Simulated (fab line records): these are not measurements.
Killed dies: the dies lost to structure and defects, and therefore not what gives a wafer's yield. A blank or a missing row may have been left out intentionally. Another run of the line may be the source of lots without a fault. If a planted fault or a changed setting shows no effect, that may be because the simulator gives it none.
A lot that was struck, set against a sound lot + flow n5_finfet + 16 steps out of a route of 1938
Sound: wafers L356.1, L356.4, L356.6. Wafers L349.1, L349.3, L349.5 were the ones struck. Last of all comes the cause.
Order at every step that has rows: each side's tool, ch and its chambers, its first start. Under that, the readings that differ: sound wafers + struck wafers + difference of the means + sigmas: that difference in standard deviations of wafers without a fault.
alike: readings with means less than 2 such deviations apart, plus words and numbers identical on both sides. not compared: withheld readings, readings lacking a value on some wafer, bounds such as >300 that could conceal the same value, and numbers that have no deviation in the record and whose values overlap.
Wherever a step has rows on one side only, a row that says differs or no value, or a row with sigmas, the two part there. When numbers do not overlap yet have no deviation, they are printed without sigmas and do not part them. Lack of a reading on every wafer of one side parts them only where that side has two or more wafers.

first, 1 step without rows for these wafers: N5_BEOL_M2_DEGAS_44 (time 60 s).
N5_BEOL_M2_PRE_CLEAN_45: time 30 s.
  sound: pvd_sputter-01 at day 12 04:32; struck: pvd_sputter-02 at day 10 20:32
  alike: heater_power_w
then, 1 step without rows for these wafers: N5_BEOL_M2_ALD_84 (deposits TaN, pulse time 2 s, purge time 3 s, co reactant purge time 2 s).
N5_BEOL_M2_SURFACE_TREAT_85:
  sound: pvd_sputter-01 at day 12 04:49; struck: pvd_sputter-01 at day 10 21:07
  alike: ar_flow_sccm
  not compared: throttle_valve_pct
then, 2 steps without rows for these wafers: N5_BEOL_M2_CVD_47 (deposits Co from CCTBA/H2, target thk 3 nm, time 223.8 s); N5_BEOL_M2_SPUTTER_48 (material Cu, target thk 4.5 nm, time 8.29 s).
N5_BEOL_M2_ANNEAL_49: time 240 s.
  sound: pvd_sputter-01 at day 12 05:07; struck: pvd_sputter-01 at day 10 21:26
  alike: heater_power_w, susceptor_temp_C
then, 2 steps without rows for these wafers: N5_BEOL_M2_SPUTTER_79 (material Cu, target thk 4.5 nm, time 8.29 s); N5_BEOL_M2_ANNEAL_80 (time 240 s).
N5_BEOL_M2_SPUTTER_81: material Cu, target thk 4.5 nm, time 8.29 s.
  sound: pvd_sputter-01 at day 12 05:29; struck: pvd_sputter-01 at day 10 21:47
  alike: chuck_sensor_temp_C, throttle_valve_pct
then, 2 steps without rows for these wafers: N5_BEOL_M2_ANNEAL_82 (time 240 s); N5_BEOL_M2_SPUTTER_86 (material Cu, target thk 4.5 nm, time 8.29 s).
N5_BEOL_M2_ANNEAL_87: time 240 s.
  sound: pvd_sputter-01 at day 12 05:47; struck: pvd_sputter-01 at day 10 22:05
  no value came back on the struck wafers for heater_power_w (W), susceptor_temp_C (C); on the sound wafers heater_power_w (W) reads 926 680 695
N5_BEOL_M2_SPUTTER_88: material Cu, target thk 4.5 nm, time 8.29 s.
  sound: pvd_sputter-01 at day 12 05:55; struck: pvd_sputter-01 at day 10 22:14
  alike: chuck_sensor_temp_C, throttle_valve_pct
N5_BEOL_M4_RC_MEAS_101:
  sound on prober-01 ch 0, day 13 10:34; struck on prober-02 ch 0, day 12 00:11
  alike: DIBL_N, DIBL_P, IOFF_N, IOFF_P, ION_N, ION_P, SS_N, SS_P, VT_N, VT_P
N5_PASSIVATION_PROBE_49:
  the record holds rows for the sound wafers here (prober-02, day 17 20:44) but none for the struck ones

WHERE THEY PART
Earliest at N5_BEOL_M2_ANNEAL_87; latest, in this record, at N5_PASSIVATION_PROBE_49.

WHY: what the simulator had put in
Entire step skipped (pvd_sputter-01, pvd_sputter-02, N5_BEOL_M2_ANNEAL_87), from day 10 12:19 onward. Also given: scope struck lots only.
